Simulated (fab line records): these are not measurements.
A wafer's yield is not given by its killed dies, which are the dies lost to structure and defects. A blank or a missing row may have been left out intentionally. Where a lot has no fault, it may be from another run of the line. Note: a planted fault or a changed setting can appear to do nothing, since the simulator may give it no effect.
fab line records | flow n5_finfet
[record] lots = 7 wafers = 21
route steps=1938 shown ZERO_LAYER@4 WELL_APT@21 FIN_SAQP@125 FIN_CUT@155
start_h: start of the lot's first displayed wafer, in hours after the record's first day | wait_h: hours from the lot's prior step to this one | " identical to the entry in the row above | L1.1+2: a single row standing in for several wafers | - no value, or no start was given | * or withheld: withheld | < > ~ a bound
route shown NAME@n: names a module that has steps shown in the file, with the first one's number in the route | usual: mean/standard deviation taken from wafers without a fault | same: alike in all rows | chamber/n: place in a boat | sites: per-site readings | _std_site: how widely they spread, as a standard deviation | _edge_site: the outer-site mean with the inner-site mean subtracted | radius_mm: how far each site lies from the wafer's centre | mask NAME#n: copy n | behind: the most recent tool/chamber to have shaped the wafer | hold: the reason the lot was held/the length of the hold in hours/how it ended | device: names the non-switching transistor (n, p or np) | end of line: the tests these same wafers got at the end of their route | for a step that has no rows: nothing shown but its recipe | killed: not the wafer's yield, but the dies lost to structure and defects at the first sort | map: a wafer's dies, x killed, . not, _ none there
set.NAME: the setting as run; set.NAME@STEP: as run at that earlier step | model.NAME: the simulator's own value behind a step, which no gauge read
lots with deliberately changed settings; one table per step, one row per wafer
[[steps]]
[step N5_ZERO_LAYER_PECVD_02]
[recipe] material = SiO2 target_thk_a = 100 temp_c = 400 precursor = SiH4/N2O pressure_torr = 0.75 rf_w = 275 time_s = 6
// columns lot.wafer tool chamber start_h wait_h set.time_s model.SiO2_of_ZERO_LAYER_PECVD_02.thk_nm
L079.1 pecvd-04 1 42.29 0.0 6 9.827
L079.4 " 0 " " 6 10.04
L079.5 " 1 " " 6 10.08
L081.2 pecvd-03 2 54.28 0.0 6 9.927
L081.3 " 0 " " 6 9.987
L081.6 " 1 " " 6 10.34
L083.1 pecvd-03 0 66.29 0.0 6 9.925
L083.3 " 1 " " 6 10.11
L083.5 " 0 " " 5.267 8.784
L086.3 pecvd-04 1 84.28 0.0 6 9.907
L086.5 " 0 " " 6 9.753
L086.6 " 1 " " 6 10.13
L090.1 pecvd-03 1 108.28 0.0 5.399 8.961
L090.5 " 1 " " 6 10.18
L090.6 " 0 " " 6 9.935
L091.1 pecvd-03 2 114.47 0.0 6 9.774
L091.2 " 1 " " 6 10.17
L091.5 " 2 " " 6 10.05
L092.4 pecvd-04 2 120.31 0.1 6 10.09
L092.5 " 0 " " 6 9.685
L092.6 " 1 " " 6 9.986
[step N5_ZERO_LAYER_COAT_05]
[recipe] spin_rpm = 1500 resist_thk_nm = 1000
// columns lot.wafer tool chamber start_h wait_h set.spin_rpm model.coat_of_ZERO_LAYER_COAT_05.thk_nm
L079.1 litho_track-04 0 - - 1500 999.3
L079.4 " 0 " " 1365 1047
L079.5 " 0 " " 1500 1002
L081.2 litho_track-01 0 - - 1500 999.6
L081.3 " 0 " " 1500 997.3
L081.6 " 0 " " 1500 995
L083.1 litho_track-01 0 - - 1500 1001
L083.3 " 0 " " 1500 1000
L083.5 " 0 " " 1500 998.6
L086.3 litho_track-03 0 - - 1500 993.1
L086.5 " 0 " " 1593 965.5
L086.6 " 0 " " 1500 994.2
L090.1+5 litho_track-04 0 - - 1399 1038
L090.6 " 0 " " 1500 1002
L091.1 litho_track-04 0 - - 1500 1005
L091.2 " 0 " " 1558 985.9
L091.5 " 0 " " 1558 985.2
L092.4 litho_track-04 0 - - 1500 1003
L092.5 " 0 " " 1500 1002
L092.6 " 0 " " 1500 1001
[step N5_ZERO_LAYER_EXPOSE_08]
[recipe] mask_id = ZERO na = 0.55 source_shape = conventional sigma_outer = 0.8 polarization = unpolarized defocus_nm = 0 target_cd_nm = 2000 dose_mj = 16.2
// columns lot.wafer tool chamber start_h wait_h mask set.dose_mj
L079.1+5 krf_scanner-02 0 42.50 - ZERO#0 16.2
L079.4 " 0 " " ZERO#0 16.55
L081.2+6 krf_scanner-01 0 54.47 - ZERO#0 16.79
L081.3 " 0 " " ZERO#0 16.2
L083.1+3 krf_scanner-01 0 66.47 - ZERO#0 15.43
L083.5 " 0 " " ZERO#0 16.2
L086.3 krf_scanner-01 0 84.48 - ZERO#0 16.2
L086.5+6 " 0 " " ZERO#0 15.51
L090.1+6 krf_scanner-01 0 108.46 - ZERO#0 16.2
L090.5 " 0 " " ZERO#0 15.8
L091.1 krf_scanner-01 0 114.67 - ZERO#0 16.2
L091.2+5 " 0 " " ZERO#0 17.3
L092.4+5+6 krf_scanner-01 0 120.48 - ZERO#0 16.2
[step N5_ZERO_LAYER_PEB_09]
[recipe] peb_temp_c = withheld peb_time_s = *
[step N5_ZERO_LAYER_DEVELOP_10]
[recipe] develop_time_s = 60 rinse_liquid = diw dry = air_spin dev_temp_c = 21
[step N5_ZERO_LAYER_HARDBAKE_23]
[recipe] temp_c = 130 time_s = 120
[step N5_ZERO_LAYER_CD_MEAS_11]
[recipe] target_cd_nm = 2000 landing_energy_ev = 500 detector = se_inlens
[usual] cd_nm = 2000.1/1.9
// columns lot.wafer tool chamber start_h wait_h set.dose_mj@ZERO_LAYER_EXPOSE_08 cd_nm
L079.1 cd_sem-01 0 42.67 - 16.2 1997.3
L079.4 " 0 " " 16.55 2003.6
L079.5 " 0 " " 16.2 2001.3
L081.2 cd_sem-03 0 54.64 - 16.79 2005.5
L081.3 " 0 " " 16.2 1996.7
L081.6 " 0 " " 16.79 2007.3
L083.1 cd_sem-01 0 66.65 - 15.43 1989.9
L083.3 " 0 " " 15.43 1990.8
L083.5 " 0 " " 16.2 2001.0
L086.3 cd_sem-01 0 84.64 - 16.2 2002.4
L086.5 " 0 " " 15.51 1992.9
L086.6 " 0 " " 15.51 1994.4
L090.1 cd_sem-02 0 108.64 - 16.2 1999.5
L090.5 " 0 " " 15.8 1995.1
L090.6 " 0 " " 16.2 2001.2
L091.1 cd_sem-01 0 114.85 - 16.2 2000.0
L091.2 " 0 " " 17.3 2014.9
L091.5 " 0 " " 17.3 2014.3
L092.4 cd_sem-02 0 120.65 - 16.2 1996.9
L092.5 " 0 " " 16.2 2000.0
L092.6 " 0 " " 16.2 2001.5
[step N5_ZERO_LAYER_DESCUM_16]
[recipe] chemistry = O2 time_s = 7.9 source_power_w = 50 bias_power_w = 20 pressure_mtorr = 20 rf_frequency_hz = 2.712e+07 temp_c = 40 o2_flow_sccm = 225
// columns lot.wafer tool chamber start_h wait_h set.dose_mj@ZERO_LAYER_EXPOSE_08 model.ZERO_LAYER.cd_nm
L079.1 rie_diel-06 2 42.71 0.0 16.2 1997
L079.4 " 0 " " 16.55 2004
L079.5 " 3 " " 16.2 2001
L081.2 rie_diel-04 2 54.68 0.0 16.79 2005
L081.3 " 1 " " 16.2 -
L081.6 " 0 " " 16.79 2007
L083.1 rie_diel-04 1 66.69 0.0 15.43 1990
L083.3 " 2 " " 15.43 1991
L083.5 " 2 " " 16.2 2001
L086.3 rie_diel-06 0 84.76 0.1 16.2 2002
L086.5 " 0 " " 15.51 1993
L086.6 " 1 " " 15.51 1994
L090.1 rie_diel-04 3 108.68 0.0 16.2 2000
L090.5 " 1 " " 15.8 1995
L090.6 " 0 " " 16.2 2001
L091.1 rie_diel-04 1 114.89 0.0 16.2 2000
L091.2 " 0 " " 17.3 2015
L091.5 " 1 " " 17.3 2014
L092.4 rie_diel-01 1 120.68 0.0 16.2 1997
L092.5 " 3 " " 16.2 -
L092.6 " 0 " " 16.2 2001
[step N5_ZERO_LAYER_ETCH_17]
[recipe] chemistry = CF4 target = SiO2 target_depth_a = 120 time_s = 13.3 ion_energy_ev = 350 pressure_mtorr = 40 source_w = 450 bias_w = 215 Ar_flow_sccm = 100 cf4_flow_sccm = 100
// columns lot.wafer tool chamber start_h wait_h set.dose_mj@ZERO_LAYER_EXPOSE_08 model.ZERO_LAYER.cd_nm
L079.1 rie_diel-06 2 42.75 0.0 16.2 1997
L079.4 " 0 " " 16.55 2003
L079.5 " 3 " " 16.2 2001
L081.2 rie_diel-04 2 54.71 0.0 16.79 2005
L081.3 " 1 " " 16.2 1997
L081.6 " 0 " " 16.79 2007
L083.1 rie_diel-04 1 66.72 0.0 15.43 1990
L083.3 " 2 " " 15.43 1991
L083.5 " 2 " " 16.2 2001
L086.3 rie_diel-06 0 84.80 0.0 16.2 2002
L086.5 " 0 " " 15.51 1993
L086.6 " 1 " " 15.51 1995
L090.1 rie_diel-04 3 108.71 0.0 16.2 2000
L090.5 " 1 " " 15.8 1995
L090.6 " 0 " " 16.2 2001
L091.1 rie_diel-04 1 114.93 0.0 16.2 2000
L091.2 " 0 " " 17.3 2015
L091.5 " 1 " " 17.3 2014
L092.4 rie_diel-01 1 120.71 0.0 16.2 1997
L092.5 " 3 " " 16.2 -
L092.6 " 0 " " 16.2 2001
[step N5_ZERO_LAYER_ETCH_18]
[recipe] chemistry = HBr/Cl2 target = Si target_depth_a = 1200 time_s = 40 pressure_mtorr = 10 icp_w = 800 bias_w = 75 HBr_flow_sccm = 150 Cl2_flow_sccm = 80
// columns lot.wafer tool chamber start_h wait_h set.spin_rpm@ZERO_LAYER_COAT_05 model.coat_of_ZERO_LAYER_COAT_05.thk_nm
L079.1 rie_si-01 2 42.82 0.0 1500 928.4
L079.4 " 3 " " 1365 976.6
L079.5 " 2 " " 1500 931.8
L081.2 rie_si-06 3 54.79 0.0 1500 930.2
L081.3 " 2 " " 1500 926.6
L081.6 " 0 " " 1500 924
L083.1 rie_si-02 1 66.80 0.0 1500 931.4
L083.3 " 0 " " 1500 930.2
L083.5 " 0 " " 1500 928.5
L086.3 rie_si-01 2 84.87 0.0 1500 922.7
L086.5 " 2 " " 1593 895
L086.6 " 3 " " 1500 923.6
L090.1 rie_si-06 0 108.79 0.0 1399 966
L090.5 " 3 " " 1399 969.2
L090.6 " 0 " " 1500 931.4
L091.1 rie_si-02 1 115.00 0.0 1500 935.6
L091.2 " 0 " " 1558 916.1
L091.5 " 0 " " 1558 915.5
L092.4 rie_si-06 0 120.79 0.0 1500 932.2
L092.5 " 2 " " 1500 932.1
L092.6 " 1 " " 1500 930.7
[step N5_ZERO_LAYER_STRIP_24]
[recipe] chemistry = O2 power_w = 1000 temp_c = 250 overash_fraction = 0.3 pressure_mtorr = 1000 o2_flow_sccm = 6750
[usual] strip_time_to_endpoint_s = 43.83/0.097
// columns lot.wafer tool chamber start_h wait_h set.spin_rpm@ZERO_LAYER_COAT_05 strip_time_to_endpoint_s
L079.1 plasma_asher-01 0 42.92 0.1 1500 43.80
L079.4 " 0 " " 1365 45.22
L079.5 " 1 " " 1500 43.88
L081.2 plasma_asher-01 0 54.89 0.1 1500 43.84
L081.3 " 0 " " 1500 43.73
L081.6 " 1 " " 1500 43.67
L083.1 plasma_asher-01 1 66.90 0.1 1500 43.87
L083.3 " 0 " " 1500 43.83
L083.5 " 0 " " 1500 43.79
L086.3 plasma_asher-02 0 85.00 0.1 1500 43.62
L086.5 " 1 " " 1593 42.78
L086.6 " 0 " " 1500 43.63
L090.1 plasma_asher-02 1 108.89 0.1 1399 44.92
L090.5 " 0 " " 1399 45.02
L090.6 " 1 " " 1500 43.88
L091.1 plasma_asher-01 1 115.10 0.1 1500 44.02
L091.2 " 0 " " 1558 43.42
L091.5 " 0 " " 1558 43.42
L092.4 plasma_asher-02 1 120.91 0.1 1500 43.90
L092.5 " 1 " " 1500 43.90
L092.6 " 0 " " 1500 43.86
[step N5_WELL_APT_COAT_02]
[recipe] spin_rpm = 1357 resist_thk_nm = 950
// columns lot.wafer tool chamber start_h wait_h set.spin_rpm model.coat_of_WELL_APT_COAT_02.thk_nm
L079.1 litho_track-01 0 - - 1275 979.2
L079.4 " 0 " " 1357 953.2
L079.5 " 0 " " 1357 950.8
L081.2 litho_track-02 0 - - 1357 951.2
L081.3 " 0 " " 1357 950
L081.6 " 0 " " 1499 900.1
L083.1 litho_track-01 0 - - 1487 906.8
L083.3 " 0 " " 1357 949.9
L083.5 " 0 " " 1357 949.2
L086.3 litho_track-05 0 - - 1357 951.7
L086.5 " 0 " " 1290 977.7
L086.6 " 0 " " 1290 975.5
L090.1+6 litho_track-02 0 - - 1205 1009
L090.5 " 0 " " 1205 1008
L091.1 litho_track-02 0 - - 1357 951.8
L091.2 " 0 " " 1357 949.9
L091.5 " 0 " " 1357 951.5
L092.4 litho_track-01 0 - - 1357 952.7
L092.5 " 0 " " 1357 951.5
L092.6 " 0 " " 1357 952.3
[step N5_FIN_SAQP_SPACER1_ALD_24]
[recipe] material = SiO2 target_thk_a = 203 temp_c = 300 ald_precursor_family = BDEAS ald_co_reactant = O2-plasma pulse_time_s = 1 purge_time_s = 2 co_reactant_purge_time_s = 2 ald_cycles = 218 pressure_torr = 2
// columns lot.wafer tool chamber start_h wait_h set.ald_cycles model.SiO2_of_FIN_SAQP_SPACER1_ALD_24.thk_nm
L079.1 ald_sin-04 1 53.64 0.3 218 20.2
L079.4 " 3 " " 218 20.4
L079.5 " 0 " " 248 23.2
L081.2+3 ald_sin-04 1,0 64.25 0.3 218 20.4
L081.6 " 1 " " 249 23.2
L083.1+3 ald_sin-04 1,3 76.88 0.3 218 20.4
L083.5 " 1 " " 218 20.2
L086.3 ald_sin-04 0 102.54 0.1 218 20.4
L086.5 " 2 " " 218 20.2
L086.6 " 1 " " 190 17.8
L090.1+5 ald_sin-04 1,3 118.57 0.3 197 18.4
L090.6 " 0 " " 218 20.4
L091.1 ald_sin-02 1 125.11 0.3 218 20.2
L091.2+5 " 0 " " 218 20.4
L092.4+6 ald_sin-04 0,1 131.60 0.1 218 20.4
L092.5 " 2 " " 218 20.2
[step N5_FIN_SAQP_SPACER1_ETCHBACK_25]
[recipe] chemistry = CHF3/O2 mode = anisotropic_etchback target = SiO2 target_depth_a = 244 time_s = 12.2 pressure_mtorr = 30 source_w = 650 bias_w = 170 Ar_flow_sccm = 200 CHF3_flow_sccm = 50 O2_flow_sccm = 5 ion_energy_ev = 200
[step N5_FIN_SAQP_MANDREL1_REMOVE_56]
[recipe] chemistry = HBr/Cl2/O2 bt_time_s = 10 target = a-Si stop_on = SiNx endpoint = OES-SiCl over_etch_frac = 1 icp_w = 600 bias_w = 22 HBr_flow_sccm = 150 Cl2_flow_sccm = 80 O2_flow_sccm = 5 pressure_mtorr = 10
// columns lot.wafer tool chamber start_h wait_h set.ald_cycles@FIN_SAQP_SPACER1_ALD_24 model.FIN_SAQP.cd_nm
L079.1 rie_si-02 2 54.47 0.1 218 20.2
L079.4 " 1 " " 218 20.6
L079.5 " 1 " " 248 23.2
L081.2 rie_si-02 2 65.06 0.1 218 20.4
L081.3 " 3 " " 218 20.6
L081.6 " 1 " " 249 23.4
L083.1+3+5 rie_si-06 0,3,3 77.69 0.1 218 20.4
L086.3 rie_si-01 3 103.36 0.1 218 20.4
L086.5 " 3 " " 218 20.2
L086.6 " 0 " " 190 17.6
L090.1+5 rie_si-06 0,1 119.38 0.1 197 18.4
L090.6 " 0 " " 218 20.4
L091.1 rie_si-01 3 125.92 0.1 218 20.2
L091.2+5 " 0,1 " " 218 20.4
L092.4+6 rie_si-01 3,1 132.40 0.1 218 20.4
L092.5 " 0 " " 218 20.2
[step N5_FIN_SAQP_CD_MEAS_27]
[recipe] target_cd_nm = 20 landing_energy_ev = 1000 detector = se_inlens polarity = line
[usual] cd_nm = 20.29/0.23
// columns lot.wafer tool chamber start_h wait_h set.ald_cycles@FIN_SAQP_SPACER1_ALD_24 cd_nm
L079.1 cd_sem-01 0 54.58 0.1 218 20.38
L079.4 " 0 " " 218 20.31
L079.5 " 0 " " 248 23.20
L081.2 cd_sem-03 0 65.17 0.1 218 20.18
L081.3 " 0 " " 218 20.66
L081.6 " 0 " " 249 23.27
L083.1 cd_sem-03 0 77.80 0.1 218 20.61
L083.3 " 0 " " 218 20.51
L083.5 " 0 " " 218 20.13
L086.3 cd_sem-02 0 103.47 0.1 218 20.56
L086.5 " 0 " " 218 20.08
L086.6 " 0 " " 190 17.95
L090.1 cd_sem-01 0 119.49 0.1 197 18.37
L090.5 " 0 " " 197 18.23
L090.6 " 0 " " 218 20.73
L091.1 cd_sem-02 0 126.03 0.1 218 19.91
L091.2 " 0 " " 218 20.36
L091.5 " 0 " " 218 20.40
L092.4 cd_sem-03 0 132.52 0.1 218 20.31
L092.5 " 0 " " 218 20.33
L092.6 " 0 " " 218 20.27
[step N5_FIN_CUT_COAT_19]
[recipe] resist = SiARC temp_c = 220 time_s = 60 spin_rpm = 1500 resist_thk_nm = 20
// columns lot.wafer tool chamber start_h wait_h set.spin_rpm model.SiARC_of_FIN_CUT_COAT_19.thk_nm
L079.1+4 litho_track-02 0 - - 1500 20
L079.5 " 0 " " 1600 19.4
L081.2+6 litho_track-03 0 - - 1500 20
L081.3 " 0 " " 1659 19
L083.1+3 litho_track-05 0 - - 1370 21
L083.5 " 0 " " 1500 20
L086.3+6 litho_track-05 0 - - 1500 20
L086.5 " 0 " " 1402 20.8
L090.1+6 litho_track-02 0 - - 1500 20
L090.5 " 0 " " 1395 20.8
L091.1+2 litho_track-03 0 - - 1500 20
L091.5 " 0 " " 1422 20.6
L092.4+5+6 litho_track-03 0 - - 1500 20
[step N5_FIN_CUT_EXPOSE_05]
[recipe] mask_id = FIN_CUT na = 0.33 source_shape = annular sigma_inner = 0.35 sigma_outer = 0.8 polarization = unpolarized dose_mj = 45.75
// columns lot.wafer tool chamber start_h wait_h mask set.dose_mj
L079.1+5 euv_scanner-02 0 57.13 - FIN_CUT#0 45.75
L079.4 " 0 " " FIN_CUT#0 47.29
L081.2 euv_scanner-02 0 67.64 - FIN_CUT#0 48.52
L081.3+6 " 0 " " FIN_CUT#0 45.75
L083.1+5 euv_scanner-02 0 80.44 - FIN_CUT#0 45.75
L083.3 " 0 " " FIN_CUT#0 42.72
L086.3 euv_scanner-02 0 106.73 - FIN_CUT#0 44.38
L086.5+6 " 0 " " FIN_CUT#0 45.75
L090.1+5+6 euv_scanner-02 0 121.96 - FIN_CUT#0 45.75
L091.1+2+5 euv_scanner-01 0 128.67 - FIN_CUT#0 45.75
L092.4+5+6 euv_scanner-02 0 135.06 - FIN_CUT#0 45.75
[step N5_FIN_CUT_PEB_06]
[recipe] peb_temp_c = 100 peb_time_s = 60 resist = CAR-EUV
[step N5_FIN_CUT_DEVELOP_07]
[recipe] develop_time_s = 30 developer = TMAH resist = CAR-EUV rinse_liquid = surfactant_rinse dry = air_spin dev_temp_c = 23
[step N5_FIN_CUT_DESCUM_13]
[recipe] chemistry = O2 time_s = 7 source_power_w = 50 bias_power_w = 20 pressure_mtorr = 20 rf_frequency_hz = 2.712e+07 temp_c = 40 resist = CAR-EUV o2_flow_sccm = 225
[step N5_FIN_CUT_ETCH_30]
[recipe] chemistry = N2/H2 target = underlayer target_depth_a = 130 mask_material = CAR-EUV time_s = 10.4 ion_energy_ev = 200 pressure_mtorr = 30 source_w = 840 bias_w = 150 n2_flow_sccm = 200 h2_flow_sccm = 200 ends = cleared
// columns lot.wafer tool chamber start_h wait_h set.dose_mj@FIN_CUT_EXPOSE_05 model.FIN_CUT.cd_offset_nm
L079.1 rie_diel-01 2 57.42 0.0 45.75 0
L079.4 " 3 " " 47.29 0.6
L079.5 " 1 " " 45.75 0.2
L081.2 rie_diel-06 1 67.95 0.0 48.52 1
L081.3+6 " 0,1 " " 45.75 -0.2
L083.1+5 rie_diel-06 0,2 80.73 0.0 45.75 0
L083.3 " 1 " " 42.72 -1.4
L086.3 rie_diel-06 3 107.00 0.0 44.38 -0.6
L086.5 " 0 " " 45.75 0.2
L086.6 " 3 " " 45.75 0
L090.1+6 rie_diel-04 2,1 122.26 0.0 45.75 -0.2
L090.5 " 2 " " 45.75 0.2
L091.1 rie_diel-04 1 128.96 0.0 45.75 -0.4
L091.2+5 " 0,2 " " 45.75 -0.2
L092.4 rie_diel-01 1 135.33 0.0 45.75 0.2
L092.5+6 " 3,0 " " 45.75 0
[step N5_FIN_CUT_ETCH_20]
[recipe] chemistry = CF4 target = SiARC target_depth_a = 260 mask_material = CAR-EUV time_s = 43.3 ion_energy_ev = 80 pressure_mtorr = 40 source_w = 545 bias_w = 36 Ar_flow_sccm = 100 cf4_flow_sccm = 100 ends = cleared
// columns lot.wafer tool chamber start_h wait_h set.spin_rpm@FIN_CUT_COAT_19 set.dose_mj@FIN_CUT_EXPOSE_05 model.etch.depth_nm model.FIN_CUT.cd_offset_nm
L079.1 rie_diel-01 2 57.44 0.0 1500 45.75 20.04 -0.2
L079.4 " 3 " " 1500 47.29 19.97 0.6
L079.5 " 1 " " 1600 45.75 19.37 0.2
L081.2 rie_diel-06 1 67.97 0.0 1500 48.52 19.98 1
L081.3 " 0 " " 1659 45.75 19 -0.2
L081.6 " 1 " " 1500 45.75 20.05 0
L083.1 rie_diel-06 0 80.75 0.0 1370 45.75 21.04 0
L083.3 " 1 " " 1370 42.72 21 -1.2
L083.5 " 2 " " 1500 45.75 20.1 -0.2
L086.3 rie_diel-06 3 107.02 0.0 1500 44.38 20.09 -0.6
L086.5 " 0 " " 1402 45.75 20.7 0.2
L086.6 " 3 " " 1500 45.75 20.08 0
L090.1 rie_diel-04 2 122.28 0.0 1500 45.75 19.96 -0.2
L090.5 " 2 " " 1395 45.75 20.8 0
L090.6 " 1 " " 1500 45.75 20.01 -0.2
L091.1 rie_diel-04 1 128.98 0.0 1500 45.75 20.06 -0.4
L091.2 " 0 " " 1500 45.75 20.06 0
L091.5 " 2 " " 1422 45.75 20.57 -0.2
L092.4 rie_diel-01 1 135.35 0.0 1500 45.75 20.04 0.2
L092.5 " 3 " " 1500 45.75 20.09 0.2
L092.6 " 0 " " 1500 45.75 19.95 0.2
[step N5_FIN_CUT_ETCH_21]
[recipe] chemistry = N2/H2 target = SOC target_depth_a = 2190 overetch_a = 438 mask_material = SiARC temp_c = 40 ion_energy_ev = 100 bias_w = 61 time_s = 523.5 pressure_mtorr = 30 source_w = 850 n2_flow_sccm = 200 h2_flow_sccm = 200
// columns lot.wafer tool chamber start_h wait_h set.spin_rpm@FIN_CUT_COAT_19 model.SiARC_of_FIN_CUT_COAT_19.thk_nm
L079.1 rie_diel-01 2 57.48 0.0 1500 11.6
L079.4 " 3 " " 1500 11.8
L079.5 " 1 " " 1600 11.2
L081.2+6 rie_diel-06 1 68.01 0.0 1500 12
L081.3 " 0 " " 1659 11.2
L083.1 rie_diel-06 0 80.79 0.0 1370 13
L083.3 " 1 " " 1370 12.8
L083.5 " 2 " " 1500 12
L086.3 rie_diel-06 3 107.06 0.0 1500 12.2
L086.5 " 0 " " 1402 12.8
L086.6 " 3 " " 1500 12
L090.1 rie_diel-04 2 122.32 0.0 1500 12
L090.5 " 2 " " 1395 12.8
L090.6 " 1 " " 1500 12.2
L091.1 rie_diel-04 1 129.02 0.0 1500 12.2
L091.2 " 0 " " 1500 12
L091.5 " 2 " " 1422 12.6
L092.4+5 rie_diel-01 1,3 135.38 0.0 1500 12
L092.6 " 0 " " 1500 11.4
[[key]]
[split] step = N5_ZERO_LAYER_PECVD_02 setting = time_s stated = 6 by = wafer
[response] step = N5_ZERO_LAYER_PECVD_02 reading = model.SiO2_of_ZERO_LAYER_PECVD_02.thk_nm change = +0.104 per = 1% r = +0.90
[split] step = N5_ZERO_LAYER_COAT_05 setting = spin_rpm stated = 1500 by = wafer
[response] step = N5_ZERO_LAYER_COAT_05 reading = model.coat_of_ZERO_LAYER_COAT_05.thk_nm change = -5.02 per = 1% r = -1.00
[response] step = N5_ZERO_LAYER_ETCH_18 reading = model.coat_of_ZERO_LAYER_COAT_05.thk_nm change = -5.08 per = 1% r = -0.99
[response] step = N5_ZERO_LAYER_STRIP_24 reading = strip_time_to_endpoint_s change = * per = 1% r = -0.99
[split] step = N5_ZERO_LAYER_EXPOSE_08 setting = dose_mj stated = 16.2 by = wafer
[response] step = N5_ZERO_LAYER_CD_MEAS_11 reading = cd_nm change = +2.2 per = 1% r = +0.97
[response] step = N5_ZERO_LAYER_DESCUM_16 reading = model.ZERO_LAYER.cd_nm change = +2.12 per = 1% r = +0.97
[response] step = N5_ZERO_LAYER_ETCH_17 reading = model.ZERO_LAYER.cd_nm change = +2.18 per = 1% r = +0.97
[split] step = N5_WELL_APT_COAT_02 setting = spin_rpm stated = 1357 by = wafer
[response] step = N5_WELL_APT_COAT_02 reading = model.coat_of_WELL_APT_COAT_02.thk_nm change = -4.68 per = 1% r = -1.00
[split] step = N5_FIN_SAQP_SPACER1_ALD_24 setting = ald_cycles stated = 218 by = wafer
[response] step = N5_FIN_SAQP_SPACER1_ALD_24 reading = model.SiO2_of_FIN_SAQP_SPACER1_ALD_24.thk_nm change = +0.202 per = 1% r = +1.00
[response] step = N5_FIN_SAQP_MANDREL1_REMOVE_56 reading = model.FIN_SAQP.cd_nm change = +0.206 per = 1% r = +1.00
[response] step = N5_FIN_SAQP_CD_MEAS_27 reading = cd_nm change = +0.206 per = 1% r = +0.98
[split] step = N5_FIN_CUT_COAT_19 setting = spin_rpm stated = 1500 by = wafer
[response] step = N5_FIN_CUT_COAT_19 reading = model.SiARC_of_FIN_CUT_COAT_19.thk_nm change = -0.106 per = 1% r = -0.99
[response] step = N5_FIN_CUT_ETCH_20 reading = model.etch.depth_nm change = -0.101 per = 1% r = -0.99
[response] step = N5_FIN_CUT_ETCH_21 reading = model.SiARC_of_FIN_CUT_COAT_19.thk_nm change = -0.0904 per = 1% r = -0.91
[split] step = N5_FIN_CUT_EXPOSE_05 setting = dose_mj stated = 45.75 by = wafer
[response] step = N5_FIN_CUT_ETCH_30 reading = model.FIN_CUT.cd_offset_nm change = +0.202 per = 1% r = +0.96
[response] step = N5_FIN_CUT_ETCH_20 reading = model.FIN_CUT.cd_offset_nm change = +0.179 per = 1% r = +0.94
